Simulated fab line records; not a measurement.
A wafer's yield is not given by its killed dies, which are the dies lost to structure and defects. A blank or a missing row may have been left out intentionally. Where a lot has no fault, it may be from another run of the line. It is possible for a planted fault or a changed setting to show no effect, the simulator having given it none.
fab line records	flow n5Finfet
[record] lots = 4	wafers = 12	lastDay = 17
route steps=1938 shown FIN_SAQP@130 BEOL_M4@1111 PASSIVATION@1936
lots with no fault: from the same line, run without faults
startH: start of the lot's first displayed wafer, in hours after the record's first day	waitH: time in hours since the lot's previous step	" identical to the entry in the row above	L1.1+2: a row that stands for several wafers	- no value present, or no start provided	* or withheld: withheld	< > ~ a bound
route shown NAME@n: names a module that has steps shown in the file, with the first one's number in the route	usual: average and standard deviation across the fault-free wafers	same: alike in all rows	chamber/n: place in a boat	sites: the reading at each site	_std_site: their standard deviation	_edge_site: inner sites' mean taken away from outer sites' mean	radiusMm: for every site, how far away it sits from the centre of the wafer	mask NAME#n: copy n	behind: the last tool/chamber to shape the wafer	hold: reason for holding the lot/hours on hold/outcome of the hold	device: whichever transistor did not switch (one of n, p or np)	end of line: the tests these same wafers got at the end of their route	a step given without rows: its recipe and nothing more	killed: count of dies lost to structure and defects at first sort (not the wafer's yield)	map: a wafer's dies, marking killed ones x, the rest . and places with no die _
set.NAME: setting as actually run; set.NAME@STEP: the setting as run at that earlier step	model.NAME: the simulator's own value behind a step, which no gauge read
lots at some steps of the route; a table a step, a row a wafer
services: a tool's chamber out of use, with start hour (startH, from the record's first day; less than 0 if before it), hours out, and reason
[[steps]]
[step N5_FIN_SAQP_ETCH_65]
[recipe] chemistry = CF4	target = SiO2	targetDepthA = 40	ionEnergyEv = 350	timeS = 4.4	pressureMtorr = 10	icpW = 800	biasW = 400	cf4FlowSccm = 80
[step N5_FIN_SAQP_MANDREL_ETCH_58]
[recipe] chemistry = HBr/Cl2	target = a-Si	targetDepthA = 450	btTimeS = 10	stopOn = SiNx	maskMaterial = SiO2	overEtchFrac = 0.8	timeS = 27	pressureMtorr = 10	icpW = 800	biasW = 75	HBr_flow_sccm = 150	Cl2_flow_sccm = 80	ends = endPoint
[step N5_FIN_SAQP_RECESS_63]
[recipe] chemistry = HF/NH3	target = SiO2	targetDepthA = 180	afsCycles = 3	tempC = 30	sublimationTempC = 180	sublimationTimeS = 60
[step N5_FIN_SAQP_COAT_68]
[recipe] resist = SOC	tempC = 250	timeS = 60	spinRpm = 1500	resistThkNm = 100
[step N5_FIN_SAQP_ETCH_69]
[recipe] chemistry = N2/H2	target = SOC	targetDepthA = 1500	stopOn = SiNx	ionEnergyEv = 100	biasW = 61	pressureMtorr = 30	sourceW = 850	n2FlowSccm = 200	h2FlowSccm = 200
[step N5_FIN_SAQP_ETCH_67]
[recipe] chemistry = CH3F/O2	target = SiNx	targetDepthA = 300	maskMaterial = SOC	pressureMtorr = 30	sourceW = 395	biasW = 73	Ar_flow_sccm = 150	CH3F_flow_sccm = 30	O2_flow_sccm = 20	ionEnergyEv = 120
[step N5_FIN_SAQP_STRIP_70]
[recipe] chemistry = N2/H2	powerW = 500	tempC = 40	pressureMtorr = 50	rfFrequencyHz = 6e+07	overashFraction = 0.3	biasPowerW = 28	h2Frac = 0.5	n2FlowSccm = 300	h2FlowSccm = 300
[step N5_FIN_SAQP_RECESS_71]
[recipe] chemistry = HF/NH3	target = SiO2	targetDepthA = 30	afsCycles = 1	tempC = 30	sublimationTempC = 180	sublimationTimeS = 60
[step N5_FIN_SAQP_SPACER2_ALD_28]
[recipe] material = SiO2	targetThkA = 81	tempC = 300	aldPrecursorFamily = BDEAS	aldCoReactant = O2-plasma	pulseTimeS = 1	purgeTimeS = 2	coReactantPurgeTimeS = 2	pressureTorr = 2
[step N5_FIN_SAQP_SPACER2_ETCHBACK_29]
[recipe] chemistry = CHF3/O2	mode = anisotropicEtchback	target = SiO2	targetDepthA = 122	timeS = 6.1	pressureMtorr = 30	sourceW = 650	biasW = 170	Ar_flow_sccm = 200	CHF3_flow_sccm = 50	O2_flow_sccm = 5	ionEnergyEv = 200
[step N5_FIN_SAQP_MANDREL2_REMOVE_60]
[recipe] chemistry = HBr/Cl2/O2	btTimeS = 10	target = a-Si	stopOn = SiNx	endpoint = OES-SiCl	overEtchFrac = 1	icpW = 600	biasW = 22	HBr_flow_sccm = 150	Cl2_flow_sccm = 80	O2_flow_sccm = 5	pressureMtorr = 10
[step N5_FIN_SAQP_HM_OPEN_33]
[recipe] chemistry = CH3F/O2	target = SiNx	maskMaterial = SiO2	targetDepthA = 494	timeS = 70.6	pressureMtorr = 30	sourceW = 395	biasW = 73	Ar_flow_sccm = 150	CH3F_flow_sccm = 30	O2_flow_sccm = 20	ionEnergyEv = 120	ends = cleared
[usual] CH3F_flow_sccm = 29.99/0.087	O2_flow_sccm = 20.01/0.06	drypumpMotorCurrentA = 5.9/0.46	etchRfOnTimeS = 70.0/1.7	oesProductAu = 0.64/0.044	rfVppV = 298/11	showerheadPlenumPTorr = 2.00/0.061	throttleValvePct = 16.48/0.23
lot.wafer	tool	chamber	startH	waitH	CH3F_flow_sccm	O2_flow_sccm	drypumpMotorCurrentA	etchRfOnTimeS	oesProductAu	rfHoursCounterH	rfVppV	showerheadPlenumPTorr	throttleValvePct
L944.1	rieDiel-01	2	61.50	0.0	-	-	-	-	-	-	-	-	-
L944.2	"	3	"	"	-	-	-	-	-	-	-	-	-
L944.3	"	1	"	"	-	-	-	-	-	-	-	-	-
L945.1	rieDiel-02	0	68.73	0.0	-	-	-	-	-	-	-	-	-
L945.2	"	3	"	"	-	-	-	-	-	-	-	-	-
L945.4	"	1	"	"	-	-	-	-	-	-	-	-	-
L946.1	rieDiel-01	1	73.60	0.0	29.93	19.95	6.5	68.3	0.61	219	311	2.06	16.19
L946.3	"	0	"	"	29.89	20.01	6.3	71.5	0.60	200	279	1.92	16.81
L946.6	"	1	"	"	30.03	20.02	6.5	68.1	0.61	-	311	2.07	16.19
L955.3	rieDiel-01	2	128.82	0.1	29.92	19.91	5.7	68.7	0.66	156	307	2.07	16.63
L955.5	"	3	"	"	29.97	20.10	5.7	70.9	0.66	-	297	1.99	16.32
L955.6	"	0	"	"	30.06	20.04	6.3	70.3	0.60	-	278	1.91	16.85
[step N5_FIN_SAQP_ETCH_34]
[recipe] chemistry = C4F6/O2	target = SiO2	targetDepthA = 450	timeS = 15	ionEnergyEv = 250	pressureMtorr = 30	sourceW = 345	biasW = 185	Ar_flow_sccm = 300	C4F6_flow_sccm = 10	O2_flow_sccm = 10	ends = cleared
[usual] drypumpMotorCurrentA = 5.9/0.45	etchRfOnTimeS = 15.0/0.31	oesProductAu = 0.64/0.044	rfVppV = 667/25	showerheadPlenumPTorr = 2.85/0.083	throttleValvePct = 21.20/0.26
lot.wafer	tool	chamber	startH	waitH	drypumpMotorCurrentA	etchRfOnTimeS	oesProductAu	rfHoursCounterH	rfVppV	showerheadPlenumPTorr	throttleValvePct
L944.1	rieDiel-01	2	61.56	0.0	5.7	37.5	0.30	131	685	2.95	20.98
L944.2	"	3	"	"	5.8	37.5	0.30	132	661	2.84	20.64
L944.3	"	1	"	"	6.5	37.5	0.27	214	696	2.94	20.49
L945.1	rieDiel-02	0	68.80	0.0	5.3	37.5	0.29	151	632	2.84	21.02
L945.2	"	3	"	"	5.9	37.5	0.25	249	655	2.80	21.11
L945.4	"	1	"	"	5.9	37.5	0.30	99	687	2.74	20.54
L946.1	rieDiel-01	1	73.67	0.0	6.5	14.6	0.62	219	694	2.93	20.82
L946.3	"	0	"	"	6.3	15.3	0.61	200	623	2.74	21.57
L946.6	"	1	"	"	6.5	14.5	0.61	-	695	2.93	20.83
L955.3	rieDiel-01	2	128.89	0.0	5.7	14.9	0.66	156	686	2.94	21.36
L955.5	"	3	"	"	5.8	15.1	0.66	-	663	2.83	21.00
L955.6	"	0	"	"	6.2	15.1	0.59	-	623	2.73	21.59
[step N5_FIN_SAQP_STRIP_77]
[recipe] chemistry = N2/H2	timeS = 90	powerW = 100	tempC = 40	pressureMtorr = 100	rfFrequencyHz = 6e+07	biasPowerW = 3	n2FlowSccm = 300	h2FlowSccm = 300
[step N5_FIN_SAQP_HM_CD_35]
[recipe] targetCdNm = 8	polarity = line
[usual] cdNm = 8.08/0.27
lot.wafer	tool	chamber	startH	waitH	cdNm
L944.1	cdSem-02	-	61.71	0.1	-
L944.2	"	-	"	"	-
L944.3	"	-	"	"	-
L945.1	cdSem-02	-	68.95	0.1	-
L945.2	"	-	"	"	-
L945.4	"	-	"	"	-
L946.1	cdSem-02	-	73.81	0.1	8.60
L946.3	"	-	"	"	7.79
L946.6	"	-	"	"	8.44
L955.3	cdSem-03	-	129.04	0.1	8.05
L955.5	"	-	"	"	8.38
L955.6	"	-	"	"	8.41
[step N5_FIN_SAQP_ETCH_64]
[recipe] chemistry = CF4	target = SiO2	targetDepthA = 15	ionEnergyEv = 350	pressureMtorr = 10	icpW = 800	biasW = 400	cf4FlowSccm = 80
[step N5_FIN_SAQP_FIN_ETCH_36]
[recipe] chemistry = HBr/Cl2/O2	targetDepthA = 1200	maskMaterial = SiNx	timeS = 50.4	biasW = 102	pressureMtorr = 10	icpW = 800	HBr_flow_sccm = 150	Cl2_flow_sccm = 80	O2_flow_sccm = 12
[step N5_FIN_SAQP_CD_MEAS_37]
[recipe] targetCdNm = 8	polarity = line
[usual] cdNm = 8.08/0.26
lot.wafer	tool	chamber	startH	waitH	cdNm
L944.1	cdSem-02	-	61.90	0.1	-
L944.2	"	-	"	"	-
L944.3	"	-	"	"	-
L945.1	cdSem-02	-	69.13	0.1	-
L945.2	"	-	"	"	-
L945.4	"	-	"	"	-
L946.1	cdSem-02	-	74.00	0.1	8.22
L946.3	"	-	"	"	7.38
L946.6	"	-	"	"	8.50
L955.3	cdSem-03	-	129.23	0.1	8.37
L955.5	"	-	"	"	7.95
L955.6	"	-	"	"	8.24
[step N5_FIN_SAQP_PRECLEAN_38]
[recipe] chemistry = O3/DIW	timeS = 45	tempC = 22	o3Ppm = 10
[step N5_FIN_SAQP_PRECLEAN_45]
[recipe] chemistry = dHF	timeS = 10	dilution = 500:1	tempC = 25
[step N5_FIN_SAQP_SRD_39]
[recipe] dry = ipaMarangoni	timeS = 30	tempC = 23	rinseLiquid = diw
[step N5_FIN_SAQP_OCD_MEAS_76]
[usual] trenchDepthNm = 119.0/1.5
lot.wafer	tool	chamber	startH	waitH	trenchDepthNm
L944.1	ocd-02	-	62.00	0.0	0.3
L944.2	"	-	"	"	0.5
L944.3	"	-	"	"	0
L945.1	ocd-02	-	69.23	0.0	0.4
L945.2	"	-	"	"	0.1
L945.4	"	-	"	"	0.4
L946.1	ocd-01	-	74.10	0.0	120.3
L946.3	"	-	"	"	119.6
L946.6	"	-	"	"	119.5
L955.3	ocd-01	-	129.33	0.0	118.3
L955.5	"	-	"	"	118.1
L955.6	"	-	"	"	118.4
[step N5_BEOL_M4_RC_MEAS_101]
[usual] DIBL_N = 36.0/2.5	DIBL_P = 36.2/3	IOFF_N = 0.16/0.044	IOFF_P = 0.21/0.049	ION_N = 671/15	ION_P = 461/8.7	SS_N = 71.5/0.72	SS_P = 73.4/0.9	VT_N = 251/4.4	VT_P = -250/4
lot.wafer	tool	chamber	startH	waitH	DIBL_N[mV/V]	DIBL_P[mV/V]	IOFF_N[nA/um]	IOFF_P[nA/um]	ION_N[uA/um]	ION_P[uA/um]	SS_N[mV/dec]	SS_P[mV/dec]	VT_N[mV]	VT_P[mV]
L946.1	prober-01	0	222.53	0.0	38.7	38.9	0.19	0.24	689	472	72.0	75.0	250	-251
L946.3	"	0	"	"	31.1	28.8	0.08	0.11	635	434	70.0	71.6	260	-260
L946.6	"	0	"	"	39.4	39.3	0.20	0.25	676	463	72.0	75.2	248	-250
L955.3	prober-02	0	301.99	0.3	41.1	42.8	0.24	0.33	691	469	72.4	75.3	242	-244
L955.5	"	0	"	"	38.0	38.4	0.17	0.22	679	456	71.8	74.9	250	-254
L955.6	"	0	"	"	41.0	42.0	0.23	0.31	688	471	72.8	74.7	244	-246
[step N5_PASSIVATION_PROBE_49]
[usual] defectLimitedYield = 91.7/1.4	killed_at_M0_to_M3 = 31/11	killed_at_M4_up = 13/4.6	killedAtContacts = 13/6.7	killedAtFrontEnd = 39/9.6	killedAtOther = 3.5/2.8	killedDies = 98/16	killedOnRim = 13/4.2	killedOpen = 64/11	killedShort = 33/8.5	sort_bin_4_leakage = 0.00/0.032	sort_bin_5_function = 4.9/0.96	sort_bin_6_memory = 3.1/0.59	sort_bin_8_speed = 0.2/1.3	sortNPass = 1080/23	sortYieldPct = 91.5/1.9
[same] grossDies = 1180	killedAtBackSide = 0
lot.wafer	tool	chamber	startH	waitH	defectLimitedYield[%]	killed_at_M0_to_M3	killed_at_M4_up	killedAtContacts	killedAtFrontEnd	killedAtOther	killedDies	killedOnRim	killedOpen	killedShort	sort_bin_4_leakage[%]	sort_bin_5_function[%]	sort_bin_6_memory[%]	sort_bin_8_speed[%]	sortNPass	sortYieldPct[%]
L944.1	prober-02	-	326.78	0.3	0	30	17	12	1121	0	1180	152	63	38	0	96.5	3.1	0	0	0
L944.2	prober-02	-	326.83	0.3	0	28	11	23	1118	0	1180	152	65	35	0	96.7	2.9	0	0	0
L944.3	prober-02	-	326.88	0.4	0	27	9	7	1134	3	1180	152	62	37	0	96.4	3.1	0	0	0
L946.1	prober-01	-	337.31	0.0	92.1	17	13	6	47	10	93	14	69	22	0	4.9	2.8	0	1087	92.1
L946.3	prober-01	-	337.41	0.1	93.4	18	17	4	35	4	78	15	46	30	0	3.4	3.1	4.7	1046	88.6
L946.6	prober-01	-	337.56	0.3	90.8	26	16	8	50	8	108	9	61	43	0	5.8	3.1	0	1072	90.8
L945.1	prober-02	-	337.76	0.0	0	21	10	10	1138	1	1180	152	58	29	0	97.5	2.4	0	0	0
L945.2	prober-02	-	337.81	0.1	0	40	10	10	1119	1	1180	152	58	37	0	96.3	3.5	0	0	0
L945.4	prober-02	-	337.91	0.2	0	36	9	15	1116	4	1180	152	67	33	0	95.8	3.4	0	0	0
L955.3	prober-01	-	409.37	0.1	89.6	43	14	12	52	2	123	14	79	43	0	5.9	4.2	0	1057	89.6
L955.5	prober-01	-	409.47	0.2	87.7	60	13	13	56	3	145	25	83	60	0	7.0	4.6	0	1035	87.7
L955.6	prober-01	-	409.52	0.3	87.6	76	9	9	46	6	146	28	85	61	0.08	8.0	3.8	0	1033	87.5
// killed by level:class
L944.1 FIN_SAQP:areaOpen=1078 FIN_SAQP:geometricParticle:open=9 FIN_SAQP:geometricParticle:short=9 MOL_CONTACT_COAG:geometricParticle:open=9 BEOL_M3:geometricParticle:open=9 BEOL_M4:geometricParticle:open=6 BEOL_M1:geometricParticle:open=5 DUMMY_GATE:geometricParticle:open=4
L944.2 FIN_SAQP:areaOpen=1079 MOL_CONTACT_COAG:geometricParticle:open=19 FIN_SAQP:geometricParticle:short=15 BEOL_M3:geometricParticle:open=11 BEOL_M2:geometricParticle:open=7 ILD0:geometricParticle:open=5 BEOL_M5:geometricParticle:open=5 FIN_SAQP:geometricParticle:open=4
L944.3 FIN_SAQP:areaOpen=1081 FIN_SAQP:geometricParticle:short=13 STI_FIN_REVEAL:geometricParticle:open=11 BEOL_M2:geometricParticle:open=7 BEOL_M3:geometricParticle:open=7 FIN_SAQP:geometricParticle:open=6 MOL_CONTACT_COAG:geometricParticle:open=6 STARTING-WAFER:geometricParticle:open=4
L946.1 STI_FIN_REVEAL:geometricParticle:open=15 BEOL_M4:geometricParticle:open=9 FIN_SAQP:geometricParticle:open=7 MIM_TOP:geometricParticle:open=6 MOL_CONTACT_COAG:geometricParticle:open=5 STARTING-WAFER:geometricParticle:open=5 FIN_SAQP:geometricParticle:short=4 BEOL_M0_SAQP:geometricParticle:open=4
L946.3 GATE_CUT:geometricParticle:short=11 BEOL_M4:geometricParticle:open=9 STI_FIN_REVEAL:geometricParticle:open=6 GATE_CUT:geometricParticle:open=4 BEOL_M0_SAQP:geometricParticle:short=4 BEOL_M3:geometricParticle:open=4 STARTING-WAFER:geometricParticle:open=4 FIN_SAQP:geometricParticle:short=3
L946.6 GATE_CUT:geometricParticle:short=13 BEOL_M2:geometricParticle:open=7 BEOL_M3:geometricParticle:open=7 GATE_CUT:geometricParticle:open=6 BEOL_M4:geometricParticle:open=6 FIN_SAQP:geometricParticle:short=5 STI_FIN_REVEAL:geometricParticle:open=5 MOL_CONTACT_COAG:geometricParticle:open=5
L945.1 FIN_SAQP:areaOpen=1093 FIN_SAQP:geometricParticle:open=8 STI_FIN_REVEAL:geometricParticle:open=8 MOL_CONTACT_COAG:geometricParticle:open=8 FIN_SAQP:geometricParticle:short=7 DUMMY_GATE:geometricParticle:open=7 BEOL_M0_SAQP:geometricParticle:short=6 BEOL_M0:geometricParticle:open=5
L945.2 FIN_SAQP:areaOpen=1083 FIN_SAQP:geometricParticle:open=9 BEOL_M3:geometricParticle:open=7 MOL_CONTACT_COAG:geometricParticle:open=6 BEOL_M0_SAQP:geometricParticle:short=6 BEOL_M0_SAQP:geometricParticle:open=5 GATE_CUT:geometricParticle:open=5 BEOL_M0:geometricParticle:open=5
L945.4 FIN_SAQP:areaOpen=1078 MOL_CONTACT_COAG:geometricParticle:open=13 BEOL_M0_SAQP:geometricParticle:open=9 FIN_SAQP:geometricParticle:open=8 BEOL_M0_SAQP:geometricParticle:short=8 STI_FIN_REVEAL:geometricParticle:open=7 BEOL_M3:geometricParticle:short=6 DUMMY_GATE:geometricParticle:open=5
L955.3 FIN_SAQP:geometricParticle:short=16 FIN_SAQP:geometricParticle:open=12 STI_FIN_REVEAL:geometricParticle:open=10 MOL_CONTACT_COAG:geometricParticle:open=10 BEOL_M0_SAQP:geometricParticle:open=9 BEOL_M3:geometricParticle:open=9 BEOL_M1:geometricParticle:open=8 BEOL_M2:geometricParticle:open=6
L955.5 BEOL_M0_SAQP:geometricParticle:open=19 BEOL_M0_SAQP:geometricParticle:short=16 STI_FIN_REVEAL:geometricParticle:open=11 GATE_CUT:geometricParticle:short=11 FIN_SAQP:geometricParticle:short=9 FIN_SAQP:geometricParticle:open=8 MOL_CONTACT_COAG:geometricParticle:open=7 MOL_CONTACT_COAG:geometricParticle:short=6
L955.6 BEOL_M0_SAQP:geometricParticle:open=22 BEOL_M0_SAQP:geometricParticle:short=17 FIN_SAQP:geometricParticle:open=12 FIN_SAQP:geometricParticle:short=11 BEOL_M2:geometricParticle:short=10 BEOL_M3:geometricParticle:open=9 MOL_CONTACT_COAG:geometricParticle:open=7 STI_FIN_REVEAL:geometricParticle:open=6
// map L944.1 (x killed, . not)
_________________xxxxxxxxxxxx________________
______________xxxxxxxxxxxxxxxxxx_____________
___________xxxxxxxxxxxxxxxxxxxxxxxx__________
__________xxxxxxxxxxxxxxxxxxxxxxxxxx_________
________xxxxxxxxxxxxxxxxxxxxxxxxxxxxxx_______
_______xxxxxxxxxxxxxxxxxxxxxxxxxxxxxxxx______
______xxxxxxxxxxxxxxxxxxxxxxxxxxxxxxxxxx_____
_____xxxxxxxxxxxxxxxxxxxxxxxxxxxxxxxxxxxx____
____xxxxxxxxxxxxxxxxxxxxxxxxxxxxxxxxxxxxxx___
___xxxxxxxxxxxxxxxxxxxxxxxxxxxxxxxxxxxxxxxx__
___xxxxxxxxxxxxxxxxxxxxxxxxxxxxxxxxxxxxxxxx__
__xxxxxxxxxxxxxxxxxxxxxxxxxxxxxxxxxxxxxxxxxx_
__xxxxxxxxxxxxxxxxxxxxxxxxxxxxxxxxxxxxxxxxxx_
_xxxxxxxxxxxxxxxxxxxxxxxxxxxxxxxxxxxxxxxxxxxx
_xxxxxxxxxxxxxxxxxxxxxxxxxxxxxxxxxxxxxxxxxxxx
_xxxxxxxxxxxxxxxxxxxxxxxxxxxxxxxxxxxxxxxxxxxx
_xxxxxxxxxxxxxxxxxxxxxxxxxxxxxxxxxxxxxxxxxxxx
_xxxxxxxxxxxxxxxxxxxxxxxxxxxxxxxxxxxxxxxxxxxx
_xxxxxxxxxxxxxxxxxxxxxxxxxxxxxxxxxxxxxxxxxxxx
_xxxxxxxxxxxxxxxxxxxxxxxxxxxxxxxxxxxxxxxxxxxx
_xxxxxxxxxxxxxxxxxxxxxxxxxxxxxxxxxxxxxxxxxxxx
__xxxxxxxxxxxxxxxxxxxxxxxxxxxxxxxxxxxxxxxxxx_
__xxxxxxxxxxxxxxxxxxxxxxxxxxxxxxxxxxxxxxxxxx_
___xxxxxxxxxxxxxxxxxxxxxxxxxxxxxxxxxxxxxxxx__
___xxxxxxxxxxxxxxxxxxxxxxxxxxxxxxxxxxxxxxxx__
____xxxxxxxxxxxxxxxxxxxxxxxxxxxxxxxxxxxxxx___
_____xxxxxxxxxxxxxxxxxxxxxxxxxxxxxxxxxxxx____
______xxxxxxxxxxxxxxxxxxxxxxxxxxxxxxxxxx_____
_______xxxxxxxxxxxxxxxxxxxxxxxxxxxxxxxx______
________xxxxxxxxxxxxxxxxxxxxxxxxxxxxxx_______
__________xxxxxxxxxxxxxxxxxxxxxxxxxx_________
___________xxxxxxxxxxxxxxxxxxxxxxxx__________
______________xxxxxxxxxxxxxxxxxx_____________
_________________xxxxxxxxxxxx________________
// map L945.1 (x killed, . not)
_________________xxxxxxxxxxxx________________
______________xxxxxxxxxxxxxxxxxx_____________
___________xxxxxxxxxxxxxxxxxxxxxxxx__________
__________xxxxxxxxxxxxxxxxxxxxxxxxxx_________
________xxxxxxxxxxxxxxxxxxxxxxxxxxxxxx_______
_______xxxxxxxxxxxxxxxxxxxxxxxxxxxxxxxx______
______xxxxxxxxxxxxxxxxxxxxxxxxxxxxxxxxxx_____
_____xxxxxxxxxxxxxxxxxxxxxxxxxxxxxxxxxxxx____
____xxxxxxxxxxxxxxxxxxxxxxxxxxxxxxxxxxxxxx___
___xxxxxxxxxxxxxxxxxxxxxxxxxxxxxxxxxxxxxxxx__
___xxxxxxxxxxxxxxxxxxxxxxxxxxxxxxxxxxxxxxxx__
__xxxxxxxxxxxxxxxxxxxxxxxxxxxxxxxxxxxxxxxxxx_
__xxxxxxxxxxxxxxxxxxxxxxxxxxxxxxxxxxxxxxxxxx_
_xxxxxxxxxxxxxxxxxxxxxxxxxxxxxxxxxxxxxxxxxxxx
_xxxxxxxxxxxxxxxxxxxxxxxxxxxxxxxxxxxxxxxxxxxx
_xxxxxxxxxxxxxxxxxxxxxxxxxxxxxxxxxxxxxxxxxxxx
_xxxxxxxxxxxxxxxxxxxxxxxxxxxxxxxxxxxxxxxxxxxx
_xxxxxxxxxxxxxxxxxxxxxxxxxxxxxxxxxxxxxxxxxxxx
_xxxxxxxxxxxxxxxxxxxxxxxxxxxxxxxxxxxxxxxxxxxx
_xxxxxxxxxxxxxxxxxxxxxxxxxxxxxxxxxxxxxxxxxxxx
_xxxxxxxxxxxxxxxxxxxxxxxxxxxxxxxxxxxxxxxxxxxx
__xxxxxxxxxxxxxxxxxxxxxxxxxxxxxxxxxxxxxxxxxx_
__xxxxxxxxxxxxxxxxxxxxxxxxxxxxxxxxxxxxxxxxxx_
___xxxxxxxxxxxxxxxxxxxxxxxxxxxxxxxxxxxxxxxx__
___xxxxxxxxxxxxxxxxxxxxxxxxxxxxxxxxxxxxxxxx__
____xxxxxxxxxxxxxxxxxxxxxxxxxxxxxxxxxxxxxx___
_____xxxxxxxxxxxxxxxxxxxxxxxxxxxxxxxxxxxx____
______xxxxxxxxxxxxxxxxxxxxxxxxxxxxxxxxxx_____
_______xxxxxxxxxxxxxxxxxxxxxxxxxxxxxxxx______
________xxxxxxxxxxxxxxxxxxxxxxxxxxxxxx_______
__________xxxxxxxxxxxxxxxxxxxxxxxxxx_________
___________xxxxxxxxxxxxxxxxxxxxxxxx__________
______________xxxxxxxxxxxxxxxxxx_____________
_________________xxxxxxxxxxxx________________
[[services]]
tool	chamber	startH	hours	kind
rieDiel-02	-	65.60	2.8	pm
rieDiel-01	3	70.89	5.6	repair
rieDiel-02	3	72.95	-	clean
rieDiel-02	3	72.95	-	consumableReplace:focusRing
rieDiel-02	3	72.95	20.8	scheduledDown
rieDiel-02	3	72.95	20.8	ventCycle
[[key]]
[firstSign] step = N5_FIN_SAQP_HM_OPEN_33	reading = toolRecord	direction = missing
[effect] step = N5_FIN_SAQP_ETCH_34	reading = etchRfOnTimeS	direction = up	sigmas = 73	usual = *	struck = *
[effect] step = N5_FIN_SAQP_HM_CD_35	reading = cdNm	direction = missing
[effect] step = N5_FIN_SAQP_CD_MEAS_37	reading = cdNm	direction = missing
[effect] step = N5_FIN_SAQP_OCD_MEAS_76	reading = trenchDepthNm	direction = down	sigmas = 77	usual = 119.0	struck = 0.3
[effect] step = N5_PASSIVATION_PROBE_49	reading = killedAtFrontEnd	direction = up	sigmas = 99+	usual = 39	struck = 1124
[moreKillsBornAt] N5_FIN_SAQP_HM_OPEN_33@rieDiel-02 = 3254	N5_FIN_SAQP_HM_OPEN_33@rieDiel-01 = 3238
metAt N5_FIN_SAQP_HM_OPEN_33
struckWafers L944.1,L944.2,L944.3,L945.1,L945.2,L945.4
laterRowsLeftOut L944.1,L944.2,L944.3,L945.1,L945.2,L945.4
[fault] kind = skippedStepWhole	tool = rieDiel-01,rieDiel-02	chamber = -	onsetH = 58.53	steps = N5_FIN_SAQP_HM_OPEN_33	scope = struckLotsOnly
// laterRowsLeftOut: the simulator's readings of these wafers behind a module that went badly wrong aren't trusted and aren't shown, but for the sort
